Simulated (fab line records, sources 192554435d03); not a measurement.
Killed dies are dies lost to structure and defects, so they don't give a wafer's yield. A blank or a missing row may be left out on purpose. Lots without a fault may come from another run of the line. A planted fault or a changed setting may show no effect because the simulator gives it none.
Which tool did it? | flow n5_finfet | 13 lots, 39 wafers sampled, at 2 steps of a route of 1938

WHAT THE GAUGES READ, wafer by wafer
N5_MIM_BOT_LITHO_OVL_MEAS_11. Usual: MIM_BOT_OVL -2 nm, standard deviation 4.4.
lot  | measured     | on         | MIM_BOT_OVL (nm) | flag
L508 | day 11 12:20 | overlay-02 | -3 -8 -2         |
L509 | day 12 04:17 | overlay-01 | 1 4 7            |
L510 | day 11 12:40 | overlay-02 | -3 4 -9          |
L511 | day 12 13:55 | overlay-02 | -2 -5 -6         |
L512 | day 12 20:35 | overlay-01 | -2 5 1           |
L513 | day 12 20:26 | overlay-01 | 0 -3 1           |
L515 | day 13 04:44 | overlay-01 | -8 0 -5          |
L516 | day 13 18:03 | overlay-01 | -6 -5 -7         |
L520 | day 14 13:21 | overlay-01 | -6 3 1           |
L521 | day 15 04:08 | overlay-01 | -2 -2 -7         |
L522 | day 15 01:57 | overlay-01 | 7 -8 -3          |
L523 | day 15 18:14 | overlay-02 | -2 -2 -4         |
L530 | day 18 03:53 | overlay-02 | -3 -4 -3         |

WHICH TOOL RAN EACH LOT (tool, then ch and the chambers of the sampled wafers, then the start)
lot  | N5_MOL_CONTACT_COAG_WET_ETCH_26
L508 | wet_bench-03 ch 2,3,4, day 5 05:28
L509 | wet_bench-03 ch 0,3,7, day 5 09:13
L510 | wet_bench-06 ch 1,3,4, day 5 13:41
L511 | wet_bench-04 ch 0,6,7, day 5 22:28
L512 | wet_bench-06 ch 0,4,7, day 6 03:11
L513 | wet_bench-04 ch 0,2,3, day 6 07:01
L515 | wet_bench-06 ch 1,2,4, day 6 18:28
L516 | wet_bench-06 ch 0,2,3, day 7 00:45
L520 | wet_bench-04 ch 5,6,7, day 8 03:47
L521 | wet_bench-04 ch 4,5,7, day 8 08:38
L522 | wet_bench-03 ch 1,2,6, day 8 11:41
L523 | wet_bench-04 ch 0,1,2, day 8 15:22
L530 | wet_bench-04 ch 1,4,5, day 10 15:17
- N5_MOL_CONTACT_COAG_WET_ETCH_26: target Co, target depth 13 nm.

WHAT THE TOOLS THEMSELVES READ (means of the sampled wafers that have a number; where no wafer has one, the mark that the record gives instead)
The record holds no such reading with a usual standard deviation.

THE ANSWER, worked out from the rows above alone
Rule: a lot is off if the mean of its wafers that have a number lies more than 3 standard deviations from the usual mean. A lot without any number at a reading at which 4 lots or more have one is off too. The other lots that the step has rows for count as sound. The gauges are gone through in route order, then the tools' own readings, and for those a lot's mean is taken as printed above. The first step at which some lot is off is used, and at that step the reading that is off furthest; a lot without a number counts as furthest.
No lot is off at any reading shown: from this, nothing can be told.

WHAT THE SIMULATOR HAD PUT IN
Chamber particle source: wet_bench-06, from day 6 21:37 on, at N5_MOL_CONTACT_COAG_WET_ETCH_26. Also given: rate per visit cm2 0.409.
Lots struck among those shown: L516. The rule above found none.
